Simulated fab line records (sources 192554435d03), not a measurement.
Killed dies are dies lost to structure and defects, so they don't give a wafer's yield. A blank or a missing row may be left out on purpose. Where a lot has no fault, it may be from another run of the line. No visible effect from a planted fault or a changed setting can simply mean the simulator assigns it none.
A lot that was struck, set against a sound lot ; flow n5-finfet ; 43 out of 1938 route steps
Sound: these wafers, L897.1, L897.3, L897.5. Struck: wafers L910.3, L910.5 (left out: L910.2, a lot-mate that was not struck); the cause follows at the end.
At each step with rows: each side's tool, then ch and its chambers, then its first start. Under that, the readings that differ: sound wafers ; struck wafers ; difference of the means ; sigmas: that difference in standard deviations of wafers without a fault.
alike: words and numbers the same on both sides, and readings whose means are apart by under 2 such deviations; not compared: readings that were withheld, readings missing a value for some wafer, numbers with overlapping values and no deviation given by the record, and bounds like >300 which may hide the same value.
Wherever a step has rows on one side only, a row that says differs or no value, or a row with sigmas, the two part there. Numbers that have no deviation but don't overlap get no sigmas and don't part them. Lack of a reading on every wafer of one side parts them only where that side has two or more wafers.

N5_BEOL_M4_OVL_MEAS_29:
  sound on overlay-01 ch 0, day 9 07:17; struck on overlay-02 ch 0, day 12 07:49
  alike: V3_OVL
N5_BEOL_M4_INSPECT_30: inspects for defects (brightfield).
  struck on defect-inspect-01, day 12 07:52; sound on defect-inspect-02, day 9 07:21
reading;sound;struck;difference;sigmas
raw-defect-count;437 733 569;436 303;-210;-2
then, 2 steps without rows for these wafers: N5_BEOL_M4_DESCUM_33 (chemistry O2, time 7 s); N5_BEOL_M4_ETCH_77 (etches underlayer in N2/H2, target depth 6.5 nm, time 5.2 s).
N5_BEOL_M4_ETCH_69: etches SiARC in CF4, target depth 15.6 nm, time 26 s.
  sound on rie-diel-01 ch 0,1,3, day 9 07:26; struck on rie-diel-01 ch 0, day 12 10:04
  alike: drypump-motor-current-A, etch-rf-on-time-s, oes-product-au, rf-vpp-V, showerhead-plenum-p-Torr, throttle-valve-pct
  not compared: rf-hours-counter-h
then, 7 steps without rows for these wafers: N5_BEOL_M4_ALD_98 (deposits SiO2, target thk 2.5 nm, pulse time 1 s, co reactant pulse time 1 s); N5_BEOL_M4_ETCHBACK_99 (etches SiO2 in CHF3, target depth 5 nm, time 10.4 s); N5_BEOL_M4_ETCH_70 (etches SOC in N2/H2, target depth 80 nm, overetch 24 nm, time 130 s); N5_BEOL_M4_STRIP_71 (strips in N2/H2); N5_BEOL_M4_STRIP_78 (strips in N2/H2); N5_BEOL_M4_VIA_ETCH_34 (etches the open film in C4F6/O2, target depth 69.4 nm, time 65.9 s); N5_BEOL_M4_STRIP_83 (strips in C4F6/O2).
N5_BEOL_M4_STRIP_36: strips in N2/H2.
  sound on rie-diel-01 ch 0,2,3, day 9 21:14; struck on rie-diel-01 ch 3, day 12 23:10
  alike: drypump-motor-current-A, oes-product-au, rf-vpp-V, showerhead-plenum-p-Torr, throttle-valve-pct
  not compared: rf-hours-counter-h
then, 3 steps without rows for these wafers: N5_BEOL_M4_TRENCH_ETCH_37 (etches SiOC in C4F6/O2, target depth 55.555 nm, time 29.2 s); N5_BEOL_M4_ETCH_41 (etches SiCN in CH3F/O2, target depth 29.9 nm, time 52.5 s); N5_BEOL_M4_STRIP_97 (strips in N2/H2, time 10 s).
N5_BEOL_M4_OCD_MEAS_38:
  struck on ocd-02, day 12 23:22; sound on ocd-01, day 9 21:25
  alike: trench-depth-nm
then, 4 steps without rows for these wafers: N5_BEOL_M4_HM_STRIP_39 (strips TiN in peroxide tin strip, target depth 25 nm, time 158 s); N5_BEOL_M4_SRD_40 (time 30 s); N5_BEOL_M4_PRECLEAN_42 (cleans in residue remover, time 60 s); N5_BEOL_M4_SRD_43 (time 30 s).
N5_BEOL_M4_CD_MEAS_35: target cd 18 nm, target cd y 22.4 nm.
  struck on cd-sem-03, day 12 23:40; sound on cd-sem-01, day 9 21:35
reading;sound;struck;difference;sigmas
cd-nm (nm);18.0 19.0 18.3;17.8 17.4;-0.8;-2
N5_BEOL_M4_DEGAS_44: time 60 s.
  struck on pvd-sputter-02, day 13 00:03; sound on pvd-sputter-02, day 9 21:51
  alike: heater-power-w
then, 8 steps without rows for these wafers: N5_BEOL_M4_PRE_CLEAN_45 (time 30 s); N5_BEOL_M4_ALD_84 (deposits TaN, pulse time 2 s, purge time 3 s, co reactant purge time 2 s); N5_BEOL_M4_SURFACE_TREAT_85; N5_BEOL_M4_CVD_47 (deposits Co from CCTBA/H2, target thk 3 nm, time 223.8 s); N5_BEOL_M4_SPUTTER_48 (material Cu, target thk 4.5 nm, time 8.29 s); N5_BEOL_M4_ANNEAL_49 (time 240 s); N5_BEOL_M4_SPUTTER_79 (material Cu, target thk 4.5 nm, time 8.29 s); N5_BEOL_M4_ANNEAL_80 (time 240 s).
N5_BEOL_M4_SPUTTER_81: material Cu, target thk 4.5 nm, time 8.29 s.
  struck on pvd-sputter-03, day 13 01:31; sound on pvd-sputter-02, day 9 22:55
  alike: chuck-gas-flow-sccm, throttle-valve-pct
then, 6 steps without rows for these wafers: N5_BEOL_M4_ANNEAL_82 (time 240 s); N5_BEOL_M4_SPUTTER_86 (material Cu, target thk 4.5 nm, time 8.29 s); N5_BEOL_M4_ANNEAL_87 (time 240 s); N5_BEOL_M4_SPUTTER_88 (material Cu, target thk 4.5 nm, time 8.29 s); N5_BEOL_M4_ANNEAL_89 (time 240 s); N5_BEOL_M4_SPUTTER_90 (material Cu, target thk 4.5 nm, time 8.29 s).
N5_BEOL_M4_ANNEAL_91: time 240 s.
  struck on pvd-sputter-03, day 13 02:15; sound on pvd-sputter-02, day 9 23:39
  alike: heater-power-w
then, 2 steps without rows for these wafers: N5_BEOL_M4_SPUTTER_92 (material Cu, target thk 4.5 nm, time 8.29 s); N5_BEOL_M4_ANNEAL_93 (time 240 s).
N5_BEOL_M4_SPUTTER_94: material Cu, target thk 4.5 nm, time 8.29 s.
  struck on pvd-sputter-03, day 13 02:37; sound on pvd-sputter-02, day 10 00:01
  alike: chuck-gas-flow-sccm, throttle-valve-pct
-- a jump in the record: the struck wafers' starts before and after are 5 days apart (it breaks off in module BEOL_M4 and resumes in module PASSIVATION, where the first step shown is number 1936 of the route) --
N5_PASSIVATION_PROBE_49:
  struck on prober-01, day 17 19:59; sound on prober-02, day 14 14:50
reading;sound;struck;difference;sigmas
defect-limited-yield (%);89.6 91.4 91.1;86.3 86.4;-4.4;-3
killed_at_M4_up;12 9 15;94 100;+85;+17
killed-dies;123 101 105;162 160;+51;+3
killed-on-rim;14 16 8;32 28;+17;+5
killed-open;92 67 66;49 44;-28;-2
sort_bin_5_function (%);6.2 4.5 5.3;7.1 7.5;+2.0;+2
sort_bin_8_speed (%);0 0 0;0.08 0.08;+0.08;+7
sort-n-pass;1057 1079 1075;1017 1019;-52;-3
sort-yield-pct (%);89.6 91.4 91.1;86.2 86.4;-4.4;-3
  alike: killed_at_M0_to_M3, killed-at-contacts, killed-at-front-end, killed-at-other, killed-short, sort_bin_6_memory

## WHERE THEY PART
At N5_BEOL_M4_INSPECT_30 first; at N5_PASSIVATION_PROBE_49 last (within this record only).

WHY: whatever the simulator had introduced
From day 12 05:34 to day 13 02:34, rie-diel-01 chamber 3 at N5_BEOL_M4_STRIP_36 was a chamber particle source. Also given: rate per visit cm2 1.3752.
